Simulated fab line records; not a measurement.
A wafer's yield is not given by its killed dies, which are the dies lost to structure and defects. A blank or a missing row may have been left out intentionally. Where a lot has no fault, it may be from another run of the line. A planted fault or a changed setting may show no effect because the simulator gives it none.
Chamber matching | flow n5-finfet | N5_BEOL_M0_STRIP_104 on rie-diel-01 has 4 sister chambers
The step strips in N2/H2. 14 wafers are shown with their chamber, then 7 later ones without.

EACH WAFER AND ITS CHAMBER
wafer  | chamber | drypump-motor-current-A (A) | showerhead-plenum-p-Torr (Torr) | throttle-valve-pct (%)
L077.2 | 3       | 5.5                         | 2.52                            | 24.0
L077.5 | 3       | 5.5                         | 2.52                            | 24.0
L077.6 | 0       | 6.7                         | 2.62                            | 23.8
L084.3 | 1       | 6.4                         | 2.56                            | 23.1
L084.4 | 1       | 6.4                         | 2.56                            | 23.1
L084.5 | 3       | 5.4                         | 2.51                            | 24.0
L086.1 | 0       | 6.7                         | 2.62                            | 23.3
L086.2 | 1       | 6.4                         | 2.56                            | 23.1
L086.5 | 0       | 6.7                         | 2.62                            | 23.3
L087.3 | 3       | 5.5                         | 2.51                            | 24.0
L087.4 | 1       | 6.5                         | 2.56                            | 23.1
L087.6 | 2       | 5.3                         | 2.50                            | 23.9
L090.3 | 1       | 6.4                         | 2.56                            | 23.1
L090.4 | 0       | 6.7                         | 2.61                            | 23.3

SIGNATURES (means of the wafers above)
reading                  | chamber 0 | chamber 1 | chamber 2 | chamber 3 | scatter within a chamber
drypump-motor-current-A  | 6.700     | 6.420     | 5.300     | 5.475     | 0.0394
showerhead-plenum-p-Torr | 2.6175    | 2.5600    | 2.5000    | 2.5150    | 0.00418
throttle-valve-pct       | 23.425    | 23.100    | 23.900    | 24.000    | 0.137
Rule: for a wafer and a chamber, the distance is found by dividing, reading by reading, the gap between the wafer's reading and the chamber's mean by the reading's scatter, squaring, summing and taking the root. If the next closest chamber is less than 2 further off than the closest, the wafer can't be placed; otherwise it belongs to the closest. The scatter is the square root of a quotient: the sum, over the shown wafers, of each reading's squared deviation from its chamber's mean, divided by wafers minus chambers.

WAFERS WITH NO CHAMBER GIVEN
wafer  | drypump-motor-current-A (A) | showerhead-plenum-p-Torr (Torr) | throttle-valve-pct (%)
L090.6 | 6.5                         | 2.56                            | 23.0
L094.1 | 6.4                         | 2.55                            | 23.0
L094.4 | 6.7                         | 2.61                            | 23.3
L094.6 | 5.5                         | 2.50                            | 24.1
L095.1 | 6.4                         | 2.55                            | 23.1
L095.3 | 6.7                         | 2.61                            | 23.3
L095.4 | 5.3                         | 2.50                            | 23.5

WHICH CHAMBER EACH ONE RAN IN
wafer  | from the rows above     | in truth
L090.6 | 1                       | 1
L094.1 | 1                       | 1
L094.4 | 0                       | 0
L094.6 | can't be placed: 3 or 2 | 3
L095.1 | 1                       | 1
L095.3 | 0                       | 0
L095.4 | 2                       | 2
Correct placement for 6 of the 7. These rows do not allow placing 1 (true chamber among the candidates in 1). Number placed wrongly: 0.
